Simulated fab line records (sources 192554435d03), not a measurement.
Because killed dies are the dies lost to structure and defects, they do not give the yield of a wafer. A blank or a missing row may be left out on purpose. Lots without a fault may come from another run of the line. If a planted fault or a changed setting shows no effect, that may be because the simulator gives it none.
fab line records	flow n5_finfet
[record] lots = 10	wafers = 30	last_day = 17
route steps=1938 shown BEOL_M10@1505 PASSIVATION@1936
lots that met no fault: from a run of the same line without faults
start_h: hours from the record's opening day to when the first of the lot's shown wafers began	wait_h: hours elapsed since this lot's preceding step	" as in the row above	L1.1+2: one row covering several wafers at once	- value missing, or start not given	* or withheld: withheld	< > ~ a bound
route shown NAME@n: a module of which the file shows steps, and the number in the route of the first	usual: mean and standard deviation over wafers with no fault	same: alike in all rows	chamber/n: place in a boat	sites: the reading at each site	_std_site: their standard deviation	_edge_site: mean of outer sites minus mean of inner sites	radius_mm: how far each site lies from the wafer's centre	mask NAME#n: copy n	behind: the last tool/chamber to shape the wafer	hold: why the lot was held/for how many hours/how that ended	device: the n, p or np transistor that did not switch	end of line: tests run on the same wafers once the route is complete	where a step has no rows: the recipe by itself	killed: the dies lost at the first sort to structure and to defects; this is not the yield of the wafer	map: shows each die of a wafer: x if killed, . if not, _ if none is there
set.NAME: setting as actually run; set.NAME@STEP: the setting as run at that earlier step	model.NAME: the simulator's own value behind a step, which no gauge read
route steps across a sampled set of lots; one table per step, one row per wafer
services: when a tool's chamber went out of use (start_h, in hours from the record's first day, below 0 if earlier), for how many hours, and the reason
[[steps]]
[step N5_BEOL_M10_DESCUM_33]
[recipe] chemistry = O2	time_s = 7.9	source_power_w = 50	bias_power_w = 20	pressure_mtorr = 20	rf_frequency_hz = 2.712e+07	temp_c = 40	resist = CAR-ArF	o2_flow_sccm = 225
[usual] drypump_motor_current_A = 5.4/0.38	oes_product_au = 0.75/0.079	rf_vpp_V = 242.7/1.5	showerhead_plenum_p_Torr = 2.06/0.084	throttle_valve_pct = 20.40/0.13
lot.wafer	tool	chamber	start_h	wait_h	drypump_motor_current_A	oes_product_au	rf_hours_counter_h	rf_vpp_V	showerhead_plenum_p_Torr	throttle_valve_pct
L461.1	rie_diel-02	3	219.13	1.2	5.4	0.89	49	243.3	2.12	20.27
L461.2	"	1	"	"	4.9	0.86	46	243.0	2.14	20.28
L461.3	"	2	"	"	5.9	0.71	211	243.5	2.15	20.47
L464.3	rie_diel-04	2	228.56	0.6	4.8	0.86	54	242.4	2.05	20.39
L464.4	"	0	"	"	5.8	0.69	208	241.7	1.97	20.51
L464.6	"	0	"	"	5.9	0.69	-	241.9	1.97	20.50
L465.2	rie_diel-04	1	240.30	0.8	5.3	0.70	233	243.7	2.14	20.57
L465.4	"	3	"	"	5.7	0.69	211	241.1	1.97	20.31
L465.5	"	0	"	"	5.9	0.69	-	242.5	1.97	20.51
L466.3	rie_diel-05	0	246.87	0.0	4.9	0.78	95	243.8	2.11	20.06
L466.4	"	3	"	"	5.8	0.87	39	244.8	2.20	20.19
L466.6	"	1	"	"	5.5	0.73	-	241.1	1.96	20.41
L467.1	rie_diel-04	2	247.91	0.0	4.8	0.86	62	241.1	2.04	20.41
L467.4	"	0	"	"	5.9	0.69	217	242.3	1.97	20.52
L467.6	"	0	"	"	5.9	0.68	-	242.3	1.97	20.51
L468.1	rie_diel-02	0	248.60	0.6	5.7	0.69	226	241.9	1.98	20.45
L468.2	"	2	"	"	5.9	0.69	225	244.4	2.14	20.51
L468.5	"	0	"	"	5.7	0.69	-	240.0	1.98	20.46
L469.1	rie_diel-04	0	261.54	0.3	5.9	0.69	222	242.5	1.96	20.52
L469.4	"	1	"	"	5.3	0.69	240	244.4	2.14	20.60
L469.5	"	0	"	"	5.9	0.68	-	243.2	1.96	20.54
L478.1	rie_diel-02	0	318.45	0.2	5.7	0.68	249	240.3	1.97	20.48
L478.3	"	2	"	"	5.9	0.68	249	243.4	2.13	20.54
L478.4	"	2	"	"	5.9	0.69	-	242.3	2.13	20.53
L480.1	rie_diel-02	3	337.51	0.0	5.4	0.84	87	244.3	2.11	20.34
L480.2	"	0	"	"	5.6	0.68	259	241.6	1.97	20.49
L480.3	"	1	"	"	5.0	0.80	93	241.7	2.13	20.33
L483.1	rie_diel-02	0	344.59	0.0	5.7	0.67	262	241.9	1.96	20.51
L483.2	"	1	"	"	5.0	0.79	96	244.2	2.13	20.34
L483.4	"	3	"	"	5.4	0.83	-	242.4	2.10	20.35
[step N5_BEOL_M10_ETCH_65]
[recipe] chemistry = CF4	target = SiARC	target_depth_a = 390	mask_material = CAR-ArF	time_s = 65	ion_energy_ev = 80	pressure_mtorr = 40	source_w = 545	bias_w = 36	Ar_flow_sccm = 100	cf4_flow_sccm = 100	ends = cleared
[usual] drypump_motor_current_A = 5.4/0.38	etch_rf_on_time_s = 65.8/1.1	oes_product_au = 0.63/0.066	rf_vpp_V = 183.9/1.2	showerhead_plenum_p_Torr = 2.12/0.079	throttle_valve_pct = 15.67/0.18
lot.wafer	tool	chamber	start_h	wait_h	drypump_motor_current_A	etch_rf_on_time_s	oes_product_au	rf_hours_counter_h	rf_vpp_V	showerhead_plenum_p_Torr	throttle_valve_pct
L461.1	rie_diel-02	3	219.16	0.0	5.4	65.5	0.74	49	184.4	2.19	15.56
L461.2	"	1	"	"	5.0	64.5	0.72	46	183.7	2.19	15.35
L461.3	"	2	"	"	5.9	64.6	0.61	211	184.7	2.21	15.84
L464.3	rie_diel-04	2	228.60	0.0	4.8	64.4	0.73	54	183.7	2.09	15.47
L464.4	"	0	"	"	5.9	65.0	0.59	208	181.7	2.04	15.86
L464.6	"	0	"	"	5.9	65.1	0.59	-	181.9	2.04	15.83
L465.2	rie_diel-04	1	240.33	0.0	5.3	65.8	0.59	233	182.8	2.20	15.89
L465.4	"	3	"	"	5.6	67.3	0.58	211	183.6	2.04	15.70
L465.5	"	0	"	"	5.9	66.1	0.58	-	183.5	2.04	15.85
L466.3	rie_diel-05	0	246.91	0.0	4.9	65.0	0.67	95	184.5	2.16	15.29
L466.4	"	3	"	"	5.7	67.8	0.72	39	186.3	2.26	15.46
L466.6	"	1	"	"	5.6	67.6	0.60	-	183.4	2.05	15.81
L467.1	rie_diel-04	2	247.95	0.0	4.8	64.9	0.73	62	183.3	2.09	15.51
L467.4	"	0	"	"	5.9	66.0	0.59	217	182.2	2.04	15.87
L467.6	"	0	"	"	5.8	65.9	0.58	-	183.2	2.04	15.86
L468.1	rie_diel-02	0	248.64	0.0	5.7	65.5	0.59	226	183.2	2.03	15.71
L468.2	"	2	"	"	5.9	64.3	0.60	225	183.8	2.20	15.86
L468.5	"	0	"	"	5.7	66.1	0.59	-	183.7	2.03	15.72
L469.1	rie_diel-04	0	261.58	0.0	5.9	65.6	0.58	222	182.8	2.04	15.88
L469.4	"	1	"	"	5.3	65.1	0.59	241	185.6	2.20	15.90
L469.5	"	0	"	"	5.9	66.3	0.58	-	184.8	2.04	15.87
L478.1	rie_diel-02	0	318.49	0.0	5.7	67.5	0.57	249	181.8	2.03	15.76
L478.3	"	2	"	"	5.9	64.0	0.59	249	184.6	2.19	15.93
L478.4	"	2	"	"	5.9	64.1	0.59	-	185.7	2.19	15.91
L480.1	rie_diel-02	3	337.54	0.0	5.4	66.0	0.71	87	184.0	2.17	15.62
L480.2	"	0	"	"	5.7	66.5	0.56	259	182.2	2.02	15.78
L480.3	"	1	"	"	5.0	65.4	0.67	93	184.4	2.17	15.46
L483.1	rie_diel-02	0	344.62	0.0	5.7	67.4	0.56	262	183.4	2.02	15.77
L483.2	"	1	"	"	5.0	66.1	0.67	96	183.1	2.17	15.47
L483.4	"	3	"	"	5.4	65.3	0.70	-	183.2	2.17	15.64
[step N5_BEOL_M10_TRENCH_ETCH_37]
[recipe] chemistry = C4F6/O2	target_depth_a = 1488.3	target = SiCOH_lowk	time_s = 48	ion_energy_ev = 250	pressure_mtorr = 30	source_w = 345	bias_w = 185	Ar_flow_sccm = 300	C4F6_flow_sccm = 10	O2_flow_sccm = 10
[usual] C4F6_flow_sccm = 9.995/0.029	drypump_motor_current_A = 5.4/0.37	oes_f_703_au = 0.74/0.077	oes_product_au = 0.74/0.076	rf_vpp_V = 666/9.7	showerhead_plenum_p_Torr = 2.81/0.1	throttle_valve_pct = 20.96/0.18
lot.wafer	tool	chamber	start_h	wait_h	C4F6_flow_sccm	drypump_motor_current_A	oes_f_703_au	oes_product_au	rf_hours_counter_h	rf_vpp_V	showerhead_plenum_p_Torr	throttle_valve_pct
L461.1	rie_diel-02	3	-	-	9.997	5.4	0.86	0.87	49	664	2.88	20.81
L461.2	"	1	"	"	10.006	5.0	0.84	0.84	46	654	2.90	20.72
L461.3	"	2	"	"	10.040	5.9	0.73	0.70	211	648	2.94	21.11
L464.3	rie_diel-04	2	-	-	10.009	4.8	0.86	0.86	54	674	2.78	20.82
L464.4	"	0	"	"	9.976	5.9	0.69	0.69	208	657	2.71	21.13
L464.6	"	0	"	"	10.045	5.9	0.69	0.69	-	657	2.71	21.11
L465.2	rie_diel-04	1	-	-	9.943	5.3	0.69	0.69	233	658	2.94	21.21
L465.4	"	3	"	"	9.978	5.6	0.65	0.69	212	682	2.70	20.89
L465.5	"	0	"	"	10.022	5.8	0.68	0.68	-	659	2.71	21.12
L466.3	rie_diel-05	0	-	-	9.963	5.0	0.78	0.79	95	663	2.85	20.45
L466.4	"	3	"	"	10.048	5.7	0.82	0.84	39	671	3.01	20.82
L466.6	"	1	"	"	9.991	5.5	0.69	0.72	-	675	2.73	21.15
L467.1	rie_diel-04	2	-	-	9.992	4.8	0.85	0.85	62	673	2.77	20.84
L467.4	"	0	"	"	9.978	5.9	0.68	0.69	218	659	2.71	21.11
L467.6	"	0	"	"	9.962	5.8	0.67	0.68	-	657	2.71	21.14
L468.1	rie_diel-02	0	-	-	9.952	5.7	0.68	0.69	226	673	2.71	21.03
L468.2	"	2	"	"	10.053	5.9	0.73	0.69	225	652	2.93	21.12
L468.5	"	0	"	"	10.000	5.6	0.68	0.69	-	673	2.71	21.04
L469.1	rie_diel-04	0	-	-	10.034	5.9	0.68	0.67	222	657	2.70	21.12
L469.4	"	1	"	"	9.996	5.3	0.69	0.69	241	659	2.93	21.25
L469.5	"	0	"	"	10.011	5.8	0.68	0.68	-	657	2.70	21.15
L478.1	rie_diel-02	0	-	-	9.961	5.6	0.66	0.67	249	672	2.70	21.08
L478.3	"	2	"	"	10.001	5.9	0.71	0.68	250	648	2.92	21.15
L478.4	"	2	"	"	9.996	5.9	0.71	0.68	-	648	2.92	21.15
L480.1	rie_diel-02	3	-	-	9.969	5.4	0.81	0.82	88	663	2.87	20.86
L480.2	"	0	"	"	10.006	5.6	0.65	0.66	259	672	2.70	21.10
L480.3	"	1	"	"	10.010	5.0	0.78	0.79	93	653	2.88	20.78
L483.1	rie_diel-02	0	-	-	9.989	5.7	0.65	0.67	262	671	2.70	21.11
L483.2	"	1	"	"	10.044	5.0	0.78	0.78	97	654	2.88	20.79
L483.4	"	3	"	"	9.961	5.4	0.81	0.82	-	663	2.86	20.89
[step N5_BEOL_M10_ALD_74]
[recipe] material = TaN	target_thk_a = 20	temp_c = 275	ald_precursor_family = PDMAT	ald_co_reactant = NH3	pressure_torr = 3	carrier_flow_sccm = 1500	pulse_time_s = 2	purge_time_s = 3	co_reactant_purge_time_s = 2	co_reactant_pulse_time_s = 3	ald_cycles = 40	precursor_vessel_temp_c = 75	precursor_vessel_pressure_torr = 26.25	precursor_vessel_carrier_sccm = 1000
[usual] ald_cycles = 40/0	heater_power_w = 413/39	precursor_vessel_pressure_torr = 26.24/0.052
[same] co_reactant_purge_time_s = 2	pulse_time_s = 2
lot.wafer	tool	chamber	start_h	wait_h	ald_cycles	heater_power_w	precursor_vessel_pressure_torr
L461.1	ald_metal-02	0	221.28	0.0	40	369	26.18
L461.2	"	2	"	"	40	411	26.27
L461.3	"	0	"	"	40	362	26.21
L464.3	ald_metal-01	0	230.81	0.0	40	352	26.28
L464.4	"	1	"	"	40	490	26.23
L464.6	"	3	"	"	40	425	26.21
L465.2	ald_metal-02	2	241.47	0.0	40	406	26.25
L465.4	"	3	"	"	40	417	26.33
L465.5	"	0	"	"	40	367	26.23
L466.3	ald_metal-02	2	248.84	0.0	40	419	26.27
L466.4	"	1	"	"	42	380	26.26
L466.6	"	1	"	"	42	384	26.29
L467.1	ald_metal-02	3	249.11	0.1	40	412	26.14
L467.4	"	2	"	"	42	414	26.33
L467.6	"	3	"	"	42	422	26.20
L468.1	ald_metal-01	3	251.65	0.1	40	421	26.24
L468.2	"	0	"	"	40	350	26.21
L468.5	"	2	"	"	40	440	26.20
L469.1	ald_metal-02	2	262.85	0.1	40	407	26.28
L469.4	"	3	"	"	42	416	26.21
L469.5	"	2	"	"	40	412	26.20
L478.1	ald_metal-01	3	319.99	0.1	40	413	26.23
L478.3	"	0	"	"	40	360	26.15
L478.4	"	1	"	"	40	493	26.21
L480.1	ald_metal-03	1	338.83	0.0	40	394	26.25
L480.2	"	3	"	"	40	405	26.25
L480.3	"	0	"	"	40	454	26.23
L483.1	ald_metal-01	0	345.80	0.1	40	350	26.21
L483.2	"	3	"	"	40	426	26.33
L483.4	"	2	"	"	40	450	26.19
[step N5_PASSIVATION_PROBE_49]
[usual] defect_limited_yield = 91.7/1.5	killed_at_M0_to_M3 = 32/9.6	killed_at_M4_up = 13/5.3	killed_at_contacts = 12/6.8	killed_at_front_end = 36/9.8	killed_at_other = 4/3.1	killed_dies = 98/17	killed_open = 65/13	killed_short = 32/8.5	sort_bin_5_function = 4.9/0.93	sort_bin_6_memory = 3.2/0.67	sort_n_pass = 1082/17	sort_yield_pct = 91.7/1.4
[same] gross_dies = 1180	killed_at_back_side = 0	sort_bin_4_leakage[%] = 0	sort_bin_8_speed[%] = 0
lot.wafer	tool	chamber	start_h	wait_h	defect_limited_yield[%]	killed_at_M0_to_M3	killed_at_M4_up	killed_at_contacts	killed_at_front_end	killed_at_other	killed_dies	killed_open	killed_short	sort_bin_5_function[%]	sort_bin_6_memory[%]	sort_n_pass	sort_yield_pct[%]
L478.4	prober-01	-	374.59	0.2	93.4	18	10	15	33	2	78	49	26	3.7	2.6	1102	93.4
L480.1	prober-02	-	388.96	0.0	90.3	39	8	14	45	9	115	74	41	6.4	3.1	1065	90.3
L480.2	prober-02	-	389.01	0.1	90.0	49	14	19	35	1	118	76	42	6.3	3.3	1062	90.0
L480.3	prober-02	-	389.06	0.1	89.3	64	15	11	31	5	126	83	43	6.0	4.4	1054	89.3
// killed by level:class
L478.4 FIN_SAQP:geometric_particle:short=11 MOL_CONTACT_COAG:geometric_particle:open=11 STI_FIN_REVEAL:geometric_particle:open=7 BEOL_M1:geometric_particle:open=7 ILD0:geometric_particle:open=4 MOL_CONTACT_COAG:geometric_particle:short=4 BEOL_M0_SAQP:geometric_particle:short=3 BEOL_M3:geometric_particle:open=3
L480.1 FIN_SAQP:geometric_particle:open=14 FIN_SAQP:geometric_particle:short=12 MOL_CONTACT_COAG:geometric_particle:open=11 BEOL_M0_SAQP:geometric_particle:short=11 BEOL_M0:geometric_particle:open=7 BEOL_M1:geometric_particle:open=6 BEOL_M2:geometric_particle:open=6 DUMMY_GATE:geometric_particle:open=5
L480.2 MOL_CONTACT_COAG:geometric_particle:open=17 BEOL_M0_SAQP:geometric_particle:short=15 BEOL_M1:geometric_particle:open=12 BEOL_M0_SAQP:geometric_particle:open=9 BEOL_M4:geometric_particle:open=8 FIN_SAQP:geometric_particle:open=6 BEOL_M2:geometric_particle:open=5 STARTING-WAFER:geometric_particle:open=5
L480.3 BEOL_M0_SAQP:geometric_particle:open=25 BEOL_M0_SAQP:geometric_particle:short=20 FIN_SAQP:geometric_particle:open=13 FIN_SAQP:geometric_particle:short=9 BEOL_M2:geometric_particle:open=9 MOL_CONTACT_COAG:geometric_particle:open=6 MOL_CONTACT_COAG:geometric_particle:short=5 BEOL_M0:geometric_particle:open=4
[[services]]
tool	chamber	start_h	hours	kind
ald_metal-02	1	206.93	17.4	repair
rie_diel-04	-	212.45	14.6	pm
rie_diel-05	0	213.96	11.5	repair
ald_metal-02	3	220.36	5.6	repair
ald_metal-01	-	253.21	8.7	pm
rie_diel-05	1	253.43	2.5	repair
rie_diel-02	-	273.16	0.6	repair
rie_diel-05	-	278.82	0.5	repair
rie_diel-05	2	282.21	3.3	repair
rie_diel-04	1	289.29	-	clean
rie_diel-04	1	289.29	-	consumable_replace:focus_ring
rie_diel-04	1	289.29	17.8	scheduled_down
rie_diel-04	1	289.29	17.8	vent_cycle
ald_metal-02	0	291.48	1.9	repair
rie_diel-02	3	310.74	16.3	repair
rie_diel-02	2	327.39	-	clean
rie_diel-02	2	327.39	-	consumable_replace:focus_ring
rie_diel-02	2	327.39	35.9	scheduled_down
rie_diel-02	2	327.39	35.9	vent_cycle
rie_diel-04	0	330.12	3.0	repair
rie_diel-05	2	333.81	16.7	repair
rie_diel-04	0	341.05	-	clean
rie_diel-04	0	341.05	-	consumable_replace:focus_ring
rie_diel-04	0	341.05	-	consumable_replace:showerhead
[[key]]
[first_sign] step = N5_BEOL_M10_ALD_74	reading = ald_cycles	direction = up	sigmas = 99+	usual = *	struck = *
effect none on later readings
met_at N5_BEOL_M10_ALD_74
struck_lots L466,L467,L469
struck_wafers L466.4,L466.6,L467.4,L467.6,L469.4
not_acting_at N5_BEOL_M10_DESCUM_33,N5_BEOL_M10_ETCH_65,N5_BEOL_M10_TRENCH_ETCH_37
[fault] kind = process_parameter_drift	tool = ald_metal-02	chamber = -	onset_h = 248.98	steps = N5_BEOL_M10_ALD_74	channel = ald_cycles	offset = *	shape = step	end_h = 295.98	scope = struck_wafers_only	acts_in = *	stated = *
